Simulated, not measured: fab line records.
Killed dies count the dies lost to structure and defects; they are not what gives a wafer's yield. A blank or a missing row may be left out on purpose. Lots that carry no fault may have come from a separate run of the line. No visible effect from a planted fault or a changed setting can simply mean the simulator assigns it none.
Chamber matching + flow nand-harc + 3 sister chambers for NHARC_A_STAIRCASE_DEP_259 on pecvd-03
The step deposits SiON, target thk 30 nm. 6 wafers are shown with their chamber, then 12 later ones without.

EACH WAFER AND ITS CHAMBER
| wafer  | chamber | heater-power-w (W) |
|--------|---------|--------------------|
| L078.6 | 0       | 694                |
| L085.1 | 0       | 662                |
| L085.2 | 1       | 768                |
| L089.3 | 2       | 765                |
| L089.5 | 2       | 764                |
| L089.6 | 1       | 848                |

WAFERS WITHOUT THEIR CHAMBER
| wafer  | heater-power-w (W) |
|--------|--------------------|
| L091.3 | 809                |
| L091.4 | 816                |
| L091.5 | 672                |
| L090.1 | 670                |
| L090.4 | 689                |
| L090.5 | 755                |
| L094.2 | 709                |
| L094.4 | 730                |
| L094.5 | 812                |
| L094.1 | 823                |
| L094.3 | 804                |
| L094.6 | 835                |

WHICH CHAMBER EACH WENT THROUGH
| wafer  | from the rows above          | in truth |
|--------|------------------------------|----------|
| L091.3 | can't be placed: 1 or 2      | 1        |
| L091.4 | can't be placed: 1 or 2      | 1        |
| L091.5 | 0                            | 0        |
| L090.1 | 0                            | 0        |
| L090.4 | can't be placed: 0 or 2      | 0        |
| L090.5 | can't be placed: 2 or 1 or 0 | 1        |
| L094.2 | can't be placed: 0 or 2 or 1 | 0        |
| L094.4 | can't be placed: 2 or 0 or 1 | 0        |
| L094.5 | can't be placed: 1 or 2      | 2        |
| L094.1 | can't be placed: 1 or 2      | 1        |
| L094.3 | can't be placed: 1 or 2      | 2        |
| L094.6 | can't be placed: 1 or 2      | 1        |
2 of 12 placed correctly. Cannot be placed on the basis of these rows: 10; the candidates contain the true chamber in 10. Wrongly placed: 0.
How it was worked out, from the rows above alone: a wafer's distance from a chamber is the root of the sum, over the readings, of the square of ((its reading less the chamber's mean) divided by the reading's scatter). The wafer belongs to the nearest chamber; if the next one is less than 2 further off, it can't be placed. Each chamber's mean is taken over the wafers shown for it. How the scatter is found: for the shown wafers, subtract from each reading the mean of its chamber, square and add these, divide the total by (wafers less chambers), then take the root.
